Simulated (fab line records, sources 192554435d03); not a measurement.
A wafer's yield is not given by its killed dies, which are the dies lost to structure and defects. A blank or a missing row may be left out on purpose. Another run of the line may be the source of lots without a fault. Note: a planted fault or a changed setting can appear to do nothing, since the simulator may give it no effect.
fab line records	flow n5_finfet
record: lots: 10	wafers: 28	last_day: 18
route steps=1938 shown BEOL_M14@1756 BEOL_M15@1786
lots untouched by any fault: they come from a run of this same line in which no faults occurred
start_h: start of the lot's first displayed wafer, in hours after the record's first day	wait_h: hours from the lot's prior step to this one	" as in the row above	L1.1+2: a single row standing in for several wafers	- no value, or no start given	* or withheld: withheld	< > ~ a bound
route shown NAME@n: names a module that has steps shown in the file, with the first one's number in the route	usual: average and standard deviation across the fault-free wafers	same: alike in all rows	chamber/n: place in a boat	sites: the reading at each site	_std_site: the values' standard deviation	_edge_site: outer sites' mean less inner sites'	radius_mm: for every site, how far away it sits from the centre of the wafer	mask NAME#n: copy n	behind: the last tool/chamber to shape the wafer	hold: cause of the lot's hold/its duration in hours/its outcome	device: the transistor (n, p or np) that didn't switch	end of line: the same wafers' tests at the end of the route	where a step has no rows: the recipe by itself	killed: not the wafer's yield, but the dies lost to structure and defects at the first sort	map: dies across one wafer; x = killed, . = not, _ = none there
set.NAME: setting as actually run; set.NAME@STEP: the setting as run at that earlier step	model.NAME: the simulator's own value behind a step, which no gauge read
one table for each step of the route and one row for each wafer, over a sample of lots
services: the hour from which a tool's chamber was out of use, counted from the record's first day as start_h (under 0 if before that day), plus the number of hours and why
== steps ==
step: N5_BEOL_M14_STRIP_37
recipe: chemistry: O2	power_w: 600	temp_c: 60	pressure_mtorr: 30	rf_frequency_hz: 6e+07	bias_power_w: 0	overash_fraction: 0.3	o2_flow_sccm: 225
usual: drypump_motor_current_A: 5.8/0.45	oes_product_au: 0.82/0.1	rf_vpp_V: 3.7/1	showerhead_plenum_p_Torr: 2.11/0.11	throttle_valve_pct: 16.64/0.26
same: overash_fraction: 0.3
lot.wafer	tool	chamber	start_h	wait_h	drypump_motor_current_A	oes_product_au	rf_hours_counter_h	rf_vpp_V	showerhead_plenum_p_Torr	throttle_valve_pct
L519.2	rie_diel-05	0	267.66	1.4	5.3	0.72	190	5.5	1.89	16.87
L519.3	"	2	"	"	5.4	0.95	14	2.3	2.24	16.31
L519.6	"	1	"	"	6.6	0.91	-	3.7	2.24	16.78
L527.2	rie_diel-05	2	310.08	0.0	5.5	0.89	31	3.3	2.23	16.35
L527.5	"	1	"	"	6.6	0.88	-	3.5	2.23	16.85
L529.1	rie_diel-06	1	320.72	1.3	5.7	0.87	33	5.0	2.04	16.50
L529.2	"	0	"	"	6.0	0.72	198	2.8	2.19	16.93
L529.5	"	1	"	"	5.7	0.86	-	5.2	2.04	16.51
L530.4	rie_diel-05	0	328.21	0.7	5.3	0.71	214	2.3	1.89	16.95
L530.6	"	1	"	"	6.6	0.90	-	3.0	2.23	16.85
L532.2	rie_diel-06	1	328.34	0.1	5.8	0.86	36	4.3	2.04	16.48
L532.4	"	3	"	"	5.7	0.76	180	4.6	2.18	16.85
L532.6	"	1	"	"	5.8	0.85	-	3.0	2.04	16.48
L534.4	rie_diel-01	0	339.08	2.3	5.4	0.75	145	3.6	2.11	16.62
L534.5	"	2	"	"	6.3	0.89	-	2.4	2.13	16.28
L534.6	"	3	"	"	5.3	0.90	-	5.4	2.05	16.33
L533.1	rie_diel-06	0	352.24	0.0	6.0	0.71	209	5.2	2.19	16.94
L533.2	"	1	"	"	5.7	0.85	44	4.6	2.04	16.49
L533.6	"	3	"	"	5.8	0.73	-	3.2	2.17	16.84
L536.1	rie_diel-05	1	374.79	1.6	6.6	0.87	80	4.8	2.23	16.87
L536.3	"	0	"	"	5.3	0.68	230	2.8	1.88	16.94
L536.4	"	1	"	"	6.6	0.86	-	4.4	2.23	16.85
L537.1	rie_diel-01	0	400.09	4.1	5.5	0.72	164	3.5	2.10	16.66
L537.3	"	2	"	"	6.4	0.86	52	3.4	2.12	16.31
L537.6	"	3	"	"	5.3	0.87	-	2.5	2.04	16.34
L540.1	rie_diel-06	0	407.40	0.3	6.0	0.69	226	1.4	2.18	16.96
L540.4	"	3	"	"	5.7	0.72	205	5.3	2.17	16.89
L540.6	"	3	"	"	5.7	0.73	-	3.1	2.17	16.90
step: N5_BEOL_M14_THK_MEAS_50
recipe: thk_meas_gauge: xrf	reads: Cu_of_BEOL_M14_ECD_47
usual: M14_THK: 567/16
lot.wafer	tool	chamber	start_h	wait_h	M14_THK[nm]
L519.2	film_metro-01	-	269.45	-	554
L519.3	"	-	"	"	584
L519.6	"	-	"	"	541
L527.2	film_metro-02	-	311.55	-	582
L527.5	"	-	"	"	586
L529.1	film_metro-01	-	323.00	-	588
L529.2	"	-	"	"	584
L529.5	"	-	"	"	585
L530.4	film_metro-01	-	330.07	-	593
L530.6	"	-	"	"	565
L532.2	film_metro-02	-	330.80	-	577
L532.4	"	-	"	"	586
L532.6	"	-	"	"	573
L534.4	film_metro-01	-	349.03	-	577
L534.5	"	-	"	"	573
L534.6	"	-	"	"	552
L533.1	film_metro-01	-	354.91	-	560
L533.2	"	-	"	"	582
L533.6	"	-	"	"	583
L536.1	film_metro-01	-	376.66	-	588
L536.3	"	-	"	"	567
L536.4	"	-	"	"	570
L537.1	film_metro-01	-	401.79	-	578
L537.3	"	-	"	"	578
L537.6	"	-	"	"	584
L540.1	film_metro-02	-	409.60	-	532
L540.4	"	-	"	"	546
L540.6	"	-	"	"	539
step: N5_BEOL_M15_DESCUM_15
recipe: chemistry: O2	time_s: 7.9	source_power_w: 50	bias_power_w: 20	pressure_mtorr: 20	rf_frequency_hz: 2.712e+07	temp_c: 40	o2_flow_sccm: 225
usual: drypump_motor_current_A: 5.8/0.52	oes_product_au: 0.78/0.079	rf_fwd_power_W: 49.36/0.21	rf_vpp_V: 243.5/1.3	showerhead_plenum_p_Torr: 2.11/0.065	throttle_valve_pct: 20.4/0.35
lot.wafer	tool	chamber	start_h	wait_h	drypump_motor_current_A	oes_product_au	rf_fwd_power_W	rf_hours_counter_h	rf_vpp_V	showerhead_plenum_p_Torr	throttle_valve_pct
L519.2	rie_diel-02	3	273.89	0.0	6.5	0.87	49.22	56	244.9	2.21	20.3
L519.3	"	0	"	"	5.1	0.69	49.44	228	242.4	2.06	20.8
L519.6	"	0	"	"	5.1	0.69	49.50	-	243.0	2.06	20.8
L527.2	rie_diel-03	0	312.53	0.0	5.9	0.73	49.45	201	241.8	2.08	20.5
L527.5	"	2	"	"	5.0	0.77	49.47	-	244.1	2.10	20.7
L529.1	rie_diel-03	1	323.95	0.0	6.0	0.72	49.72	215	241.8	1.98	20.6
L529.2	"	3	"	"	5.6	0.82	49.57	79	244.8	2.21	20.3
L529.5	"	1	"	"	6.0	0.72	49.71	-	242.0	1.98	20.6
L530.4	rie_diel-03	3	330.90	0.0	5.6	0.81	49.66	82	244.7	2.21	20.3
L530.6	"	1	"	"	6.0	0.71	49.48	-	242.0	1.98	20.6
L532.2	rie_diel-02	0	331.93	0.2	5.1	0.67	49.03	249	242.3	2.05	20.8
L532.4	"	3	"	"	6.6	0.84	49.55	80	246.0	2.20	20.3
L532.6	"	3	"	"	6.6	0.84	49.25	-	244.1	2.20	20.3
L534.4	rie_diel-04	2	349.86	0.0	5.7	0.69	49.10	196	243.6	2.18	20.9
L534.5	"	2	"	"	5.7	0.70	49.22	-	244.8	2.18	20.9
L534.6	"	3	"	"	5.7	0.91	49.63	-	244.6	2.14	19.9
L533.1	rie_diel-04	1	355.80	0.1	6.3	0.71	49.61	231	243.5	2.15	20.1
L533.2	"	0	"	"	5.6	0.69	49.30	226	242.6	2.06	20.9
L533.6	"	3	"	"	5.7	0.91	49.48	-	243.6	2.14	19.9
L536.1	rie_diel-04	3	377.50	0.0	5.7	0.90	49.41	43	243.8	2.14	19.9
L536.3	"	2	"	"	5.7	0.69	49.46	204	244.4	2.17	20.9
L536.4	"	1	"	"	6.3	0.71	49.50	237	244.5	2.15	20.2
L537.1	rie_diel-03	0	403.36	0.2	5.9	0.71	49.47	228	241.4	2.07	20.5
L537.3	"	2	"	"	5.0	0.74	49.04	169	243.9	2.09	20.7
L537.6	"	2	"	"	5.0	0.74	49.24	-	244.1	2.09	20.7
L540.1	rie_diel-03	2	410.57	0.0	5.0	0.74	49.28	172	242.4	2.09	20.7
L540.4	"	2	"	"	5.0	0.74	49.16	-	243.2	2.09	20.7
L540.6	"	0	"	"	5.9	0.71	49.23	-	242.8	2.07	20.5
step: N5_BEOL_M15_ETCH_59
recipe: chemistry: N2/H2	target: BARC	target_depth_a: 890	overetch_a: 267	time_s: 67.9	ion_energy_ev: 200	pressure_mtorr: 30	source_w: 840	bias_w: 150	n2_flow_sccm: 200	h2_flow_sccm: 200
usual: drypump_motor_current_A: 5.8/0.52	oes_product_au: 0.67/0.064	rf_fwd_power_W: 833/3	rf_vpp_V: 524.5/2.3	run_length_s: 91.2/0.48	showerhead_plenum_p_Torr: 2.56/0.082	throttle_valve_pct: 17.85/0.24
lot.wafer	tool	chamber	start_h	wait_h	drypump_motor_current_A	oes_product_au	rf_fwd_power_W	rf_hours_counter_h	rf_vpp_V	run_length_s	showerhead_plenum_p_Torr	throttle_valve_pct
L519.2	rie_diel-02	3	273.92	0.0	6.6	0.74	831	56	527.7	91.3	2.70	17.78
L519.3	"	0	"	"	5.1	0.58	827	228	523.7	91.4	2.50	18.27
L519.6	"	0	"	"	5.1	0.59	828	-	524.1	91.3	2.50	18.27
L527.2	rie_diel-03	0	312.56	0.0	5.9	0.71	-	201	522.3	74.6	2.53	18.02
L527.5	"	2	"	"	5.0	0.66	830	-	523.7	90.7	2.53	17.95
L529.1	rie_diel-03	1	323.99	0.0	6.0	0.61	837	215	520.5	91.5	2.40	18.04
L529.2	"	3	"	"	5.6	0.83	-	79	526.8	74.8	2.68	17.70
L529.5	"	1	"	"	6.0	0.61	842	-	521.4	91.1	2.40	18.02
L530.4	rie_diel-03	3	330.93	0.0	5.6	0.71	834	82	527.3	91.7	2.68	17.67
L530.6	"	1	"	"	6.0	0.71	-	-	519.9	74.1	2.40	18.06
L532.2	rie_diel-02	0	331.96	0.0	5.1	0.57	835	249	522.7	91.2	2.49	18.32
L532.4	"	3	"	"	6.6	0.71	834	80	529.1	90.9	2.69	17.81
L532.6	"	3	"	"	6.5	0.72	830	-	528.5	91.0	2.69	17.82
L534.4	rie_diel-04	2	349.90	0.0	5.7	0.60	825	196	525.5	91.0	2.61	18.16
L534.5	"	2	"	"	5.7	0.60	833	-	526.9	91.1	2.61	18.16
L534.6	"	3	"	"	5.8	0.77	834	-	526.1	90.6	2.61	17.41
L533.1	rie_diel-04	1	355.84	0.0	6.3	0.61	833	231	525.2	90.1	2.62	17.66
L533.2	"	0	"	"	5.6	0.60	835	226	523.1	90.8	2.49	18.15
L533.6	"	3	"	"	5.7	0.77	833	-	526.3	90.8	2.61	17.40
L536.1	rie_diel-04	3	377.53	0.0	5.8	0.77	835	43	525.4	90.8	2.61	17.42
L536.3	"	2	"	"	5.7	0.59	836	204	525.7	91.4	2.61	18.18
L536.4	"	1	"	"	6.3	0.61	835	237	525.9	90.4	2.62	17.68
L537.1	rie_diel-03	0	403.39	0.0	5.9	0.61	833	228	523.1	91.2	2.51	18.03
L537.3	"	2	"	"	5.0	0.64	833	169	520.6	91.5	2.52	17.96
L537.6	"	2	"	"	5.0	0.64	826	-	522.0	90.8	2.52	17.98
L540.1	rie_diel-03	2	410.61	0.0	5.1	0.64	830	172	523.9	90.6	2.52	17.98
L540.4	"	2	"	"	5.0	0.64	833	-	522.9	91.1	2.52	17.97
L540.6	"	0	"	"	5.9	0.60	836	-	521.4	91.4	2.51	18.04
== services ==
tool	chamber	start_h	hours	kind
rie_diel-01	2	252.91	7.8	repair
rie_diel-04	1	264.02	3.2	repair
rie_diel-02	1	266.25	1.6	repair
rie_diel-06	2	288.52	-	clean
rie_diel-06	2	288.52	-	consumable_replace:focus_ring
rie_diel-06	2	288.52	-	consumable_replace:showerhead
rie_diel-06	2	288.52	22.3	scheduled_down
rie_diel-06	2	288.52	22.3	vent_cycle
rie_diel-05	3	297.49	-	clean
rie_diel-05	3	297.49	-	consumable_replace:focus_ring
rie_diel-05	3	297.49	20.9	scheduled_down
rie_diel-04	-	301.12	28.1	pm
rie_diel-02	0	307.62	3.9	repair
rie_diel-06	3	309.61	11.3	repair
rie_diel-01	3	331.39	3.3	repair
rie_diel-02	0	333.52	-	clean
rie_diel-02	0	333.52	-	consumable_replace:focus_ring
rie_diel-02	0	333.52	15.5	scheduled_down
rie_diel-02	0	333.52	15.5	vent_cycle
rie_diel-03	3	356.86	1.3	repair
rie_diel-06	2	357.44	6.5	repair
rie_diel-05	3	367.90	10.7	repair
rie_diel-02	-	385.55	2.8	pm
rie_diel-03	1	405.82	16.8	repair
== key ==
first_sign: step: N5_BEOL_M15_ETCH_59	reading: run_length_s	direction: down	sigmas: 35	usual: *	struck: *
effect none on later readings
met_at N5_BEOL_M15_ETCH_59
struck_lots L527,L529,L530
struck_wafers L527.2,L529.2,L530.6
not_acting_at N5_BEOL_M14_STRIP_37,N5_BEOL_M14_THK_MEAS_50,N5_BEOL_M15_DESCUM_15
fault: kind: process_parameter_drift	tool: rie_diel-03	chamber: -	onset_h: 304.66	steps: N5_BEOL_M15_ETCH_59	channel: time_s	offset: *	shape: step	end_h: 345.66	scope: struck_wafers_only	acts_in: *	stated: *
